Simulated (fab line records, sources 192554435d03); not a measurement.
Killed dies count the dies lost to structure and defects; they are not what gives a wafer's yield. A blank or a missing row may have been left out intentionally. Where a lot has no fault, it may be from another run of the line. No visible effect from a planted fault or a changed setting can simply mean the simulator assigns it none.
A struck lot beside a sound one | flow n5_finfet | 40 out of 1938 route steps
Sound: these wafers, L598.1, L598.2, L598.6. Struck: wafers L606.1, L606.6 (left out: L606.3, a lot-mate that was not struck); the cause follows at the end.
Per side, at each step with rows, come the tool, then ch with its chambers, and then its first start. Under that, the readings that differ: sound wafers | struck wafers | difference of the means | sigmas: that difference in standard deviations of wafers without a fault.
alike: readings whose means differ by less than 2 such deviations, and words and numbers that are the same on both sides. not compared: withheld readings, readings that some wafer has no value for, bounds like >300 that may hide the same value, and numbers for which the record gives no deviation and whose values overlap.
Wherever a step has rows on one side only, a row that says differs or no value, or a row with sigmas, the two part there. Numbers that have no deviation but don't overlap get no sigmas and don't part them. A reading missing from all wafers of one side parts the sides only when that side holds two or more wafers.

first, 11 steps without rows for these wafers: N5_ZERO_LAYER_HMDS_04 (time 60 s); N5_ZERO_LAYER_COAT_05 (resist thk 1000 nm); N5_ZERO_LAYER_EBR_07; N5_ZERO_LAYER_SOFTBAKE_06 (time 90 s); N5_ZERO_LAYER_EXPOSE_08 (exposes mask ZERO, defocus 0 nm, target cd 2000 nm); N5_ZERO_LAYER_PEB_09; N5_ZERO_LAYER_DEVELOP_10 (develop time 60 s); N5_ZERO_LAYER_HARDBAKE_23 (time 120 s); N5_ZERO_LAYER_DESCUM_16 (chemistry O2, time 7.9 s); N5_ZERO_LAYER_ETCH_17 (etches SiO2 in CF4, target depth 12 nm, time 13.3 s); N5_ZERO_LAYER_ETCH_18 (etches Si in HBr/Cl2, target depth 120 nm, time 40 s).
N5_ZERO_LAYER_STRIP_24: strips in O2.
  sound on plasma_asher-01 ch 0,1, day 2 19:02; struck on plasma_asher-01 ch 0, day 4 19:04
  reading                      | sound             | struck      | difference | sigmas
  strip_time_to_endpoint_s (s) | 43.85 43.71 43.76 | 43.98 43.99 | +0.21      | +2
  alike: drypump_motor_current_A, heater_power_w, o2_flow_sccm, oes_product_au
  not compared: rf_hours_counter_h
then, 1 step without rows for these wafers: N5_ZERO_LAYER_STRIP_19 (strips in SPM, time 900 s).
N5_ZERO_LAYER_INSPECT_20: inspects for defects (darkfield).
  sound: defect_inspect-01 at day 2 19:27; struck: defect_inspect-02 at day 4 19:29
  reading          | sound    | struck  | difference | sigmas
  raw_defect_count | 33 20 33 | 452 437 | +416       | +23
then, 8 steps without rows for these wafers: N5_WELL_APT_HMDS_01 (time 60 s); N5_WELL_APT_COAT_02 (resist thk 950 nm); N5_WELL_APT_EBR_04; N5_WELL_APT_SOFTBAKE_03 (time 60 s); N5_WELL_APT_EXPOSE_05 (exposes mask NWELL, defocus 0 nm, target cd 200 nm); N5_WELL_APT_PEB_06 (peb time 90 s); N5_WELL_APT_DEVELOP_07 (develop time 45 s); N5_WELL_APT_HARDBAKE_12 (time 120 s).
N5_WELL_APT_INSPECT_10: inspects for defects (macro).
  sound: defect_inspect-01 at day 2 19:56; struck: defect_inspect-01 at day 4 19:50
  reading          | sound | struck    | difference | sigmas
  raw_defect_count | 2 4 2 | >300 >300 | differs    |
then, 12 steps without rows for these wafers: N5_WELL_APT_DESCUM_13 (chemistry O2, time 7.9 s); N5_WELL_APT_IMPLANT_14; N5_WELL_APT_IMPLANT_15; N5_WELL_APT_STRIP_16 (strips in SPM, time 900 s); N5_WELL_APT_HMDS_18 (time 60 s); N5_WELL_APT_COAT_19 (resist thk 950 nm); N5_WELL_APT_EBR_21; N5_WELL_APT_SOFTBAKE_20 (time 60 s); N5_WELL_APT_EXPOSE_22 (exposes mask PWELL, defocus 0 nm, target cd 200 nm); N5_WELL_APT_PEB_23 (peb time 90 s); N5_WELL_APT_DEVELOP_24 (develop time 45 s); N5_WELL_APT_HARDBAKE_29 (time 120 s).
N5_WELL_APT_INSPECT_27: inspects for defects (macro).
  sound: defect_inspect-02 at day 2 21:04; struck: defect_inspect-01 at day 4 21:06
  reading          | sound | struck    | difference | sigmas
  raw_defect_count | 1 0 1 | >300 >300 | differs    |
then, 1 step without rows for these wafers: N5_WELL_APT_DESCUM_30 (chemistry O2, time 7.9 s).
N5_WELL_APT_INSPECT_38: inspects for defects (darkfield).
  sound: defect_inspect-01 at day 2 22:47; struck: defect_inspect-02 at day 4 22:47
  reading          | sound    | struck  | difference | sigmas
  raw_defect_count | 21 15 27 | 419 413 | +395       | +66
-- here the record skips 6 days between the struck wafers' starts before and after, leaving off in module WELL_APT and picking up in module BEOL_M4 (first step shown: number 1111 of the route) --
N5_BEOL_M4_RC_MEAS_101:
  sound on prober-02 ch 0, day 9 02:13; struck on prober-02 ch 0, day 11 04:59
  alike: DIBL_N, DIBL_P, IOFF_N, IOFF_P, ION_N, ION_P, SS_N, SS_P, VT_N, VT_P
-- record jumps: 4 days separate the struck wafers' starts on either side; left off in module BEOL_M4, taken up again in module PASSIVATION, whose first shown step is the route's number 1936 --
N5_PASSIVATION_PROBE_49:
  sound: prober-01 at day 13 08:48; struck: prober-01 at day 15 06:58
  reading                  | sound          | struck    | difference | sigmas
  defect_limited_yield (%) | 89.7 91.4 88.6 | 85.6 86.9 | -3.7       | -2
  killed_at_front_end      | 43 42 52       | 121 108   | +69        | +6
  killed_dies              | 122 101 135    | 170 155   | +43        | +3
  killed_on_rim            | 15 18 18       | 26 32     | +12        | +3
  sort_bin_5_function (%)  | 6.3 5.2 7.1    | 9.4 8.1   | +2.5       | +3
  sort_n_pass              | 1058 1079 1045 | 1010 1025 | -43        | -3
  sort_yield_pct (%)       | 89.7 91.4 88.6 | 85.6 86.9 | -3.7       | -2
  alike: killed_at_M0_to_M3, killed_at_M4_up, killed_at_contacts, killed_at_other, killed_open, killed_short, sort_bin_6_memory

## WHERE THEY PART
Last at N5_PASSIVATION_PROBE_49 as far as this record goes, first at N5_ZERO_LAYER_STRIP_24.

WHY: what had been put in by the simulator
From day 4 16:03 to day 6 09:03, plasma_asher-01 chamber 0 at N5_ZERO_LAYER_STRIP_24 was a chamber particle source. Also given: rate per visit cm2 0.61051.
